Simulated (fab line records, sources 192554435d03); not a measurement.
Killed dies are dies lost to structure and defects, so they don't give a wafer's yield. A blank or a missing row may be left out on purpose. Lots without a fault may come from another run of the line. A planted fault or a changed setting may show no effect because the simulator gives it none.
Split-lot experiment | flow n5_finfet | 7 lots, 21 wafers read, on a route of 1938 steps

THE SPLIT
At N5_BEOL_M13_COAT_58 (time 60 s, resist thk 89 nm), the setting spin_rpm was moved away from the recipe's 1500 rpm on 5 of the 21 wafers read, by -9.2% to -5.3%. The other wafers ran this setting at the recipe's value.

FROM THE SPLIT TO THE READING: what the file shows between them, 3 steps
- N5_BEOL_M13_COAT_04: resist thk 400 nm
- N5_BEOL_M13_EBR_06
- N5_BEOL_M13_DESCUM_15: chemistry O2, time 7.9 s

THE READING
etch.depth_nm (the simulator's own value, which no gauge read), in nm, at N5_BEOL_M13_ETCH_59 (etches BARC in N2/H2, target depth 89 nm, overetch 26.7 nm, time 67.9 s). The file gives no usual value for it. The 16 wafers here that ran the recipe average 88.98 nm, standard deviation 0.26 nm.

wafer  | tool, chamber at the split | spin_rpm as run, rpm | against the recipe | etch.depth_nm, nm | against lot-mates on the recipe
L076.3 | litho_track-04, 0          | 1500                 | recipe             | 88.91             | -
L076.4 | litho_track-04, 0          | 1420                 | -5.3%              | 91.24             | +2.36
L076.5 | litho_track-04, 0          | 1500                 | recipe             | 88.85             | -
L077.1 | litho_track-01, 0          | 1500                 | recipe             | 88.54             | -
L077.3 | litho_track-01, 0          | 1500                 | recipe             | 89.09             | -
L077.4 | litho_track-01, 0          | 1500                 | recipe             | 88.97             | -
L078.1 | litho_track-01, 0          | 1500                 | recipe             | 88.71             | -
L078.4 | litho_track-01, 0          | 1500                 | recipe             | 88.99             | -
L078.6 | litho_track-01, 0          | 1372                 | -8.5%              | 92.95             | +4.10
L079.1 | litho_track-01, 0          | 1500                 | recipe             | 89.38             | -
L079.2 | litho_track-01, 0          | 1500                 | recipe             | 89.17             | -
L079.3 | litho_track-01, 0          | 1500                 | recipe             | 89.15             | -
L085.1 | litho_track-01, 0          | 1500                 | recipe             | 88.8              | -
L085.3 | litho_track-01, 0          | 1500                 | recipe             | 88.62             | -
L085.4 | litho_track-01, 0          | 1500                 | recipe             | 88.74             | -
L083.3 | litho_track-05, 0          | 1500                 | recipe             | 89.53             | -
L083.5 | litho_track-05, 0          | 1362                 | -9.2%              | 93.96             | +4.43
L083.6 | litho_track-05, 0          | 1362                 | -9.2%              | 93.82             | +4.29
L092.2 | litho_track-05, 0          | 1364                 | -9.1%              | 93.36             | +4.25
L092.4 | litho_track-05, 0          | 1500                 | recipe             | 89.21             | -
L092.5 | litho_track-05, 0          | 1500                 | recipe             | 89.02             | -

THE FIT
A straight line over all 21 wafers: etch.depth_nm changes by -0.5 nm for each +1% of spin_rpm; r = -0.99; the points scatter about the line by 0.29 nm.
The same after taking each lot's own level away (the mean of its wafers on the recipe; 21 wafers): -0.472 nm for each +1%; r = -1.00; scatter 0.13 nm.
On that fit, the largest move of spin_rpm shifts the reading by 4.3 nm.
The lots' own levels span 88.720 to 89.530 nm, that is 3.1 times the standard deviation above.
So the lot-to-lot level changes the slope little: the two slopes agree.
Check: with one of the wafers moved furthest among these (-9.2%) left out of the fit, the line predicts +4.31 nm for it against its lot-mates. It came out at +4.43 nm against them.

OTHER SPLITS ON THESE WAFERS
These wafers also went through other splits before the reading. Each is held against what the fit with the lots' levels taken away leaves over:
other split on the same wafers | wafers away from the commonest value | r with etch.depth_nm (lot level and that fit taken away)
N5_BEOL_M11_EXPOSE_08 dose_mj  | 8                                    | +0.17
N5_BEOL_M11_ETCH_62 time_s     | 7                                    | -0.17
N5_BEOL_M12_SPUTTER_44 time_s  | 5                                    | -0.35

THE WHOLE CHAIN: every reading that the file lists as answering this split, in the file's order
step                 | what it does                                                            | reading                                                                          | change (the file's fit)               | r (the file's)
N5_BEOL_M13_COAT_58  | time 60 s, resist thk 89 nm                                             | BARC_of_BEOL_M13_COAT_58.thk_nm (the simulator's own value, which no gauge read) | -0.469 nm for each +1% of the setting | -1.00
N5_BEOL_M13_ETCH_59  | etches BARC in N2/H2, target depth 89 nm, overetch 26.7 nm, time 67.9 s | etch.depth_nm (the simulator's own value, which no gauge read)                   | -0.471 nm for each +1% of the setting | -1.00
N5_BEOL_M13_STRIP_64 | strips in N2/H2                                                         | strip_time_to_endpoint_s                                                         | withheld for each +1% of the setting  | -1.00

THE FILE'S OWN FIT
etch.depth_nm changes by -0.471 nm for each +1% of spin_rpm, r = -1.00.
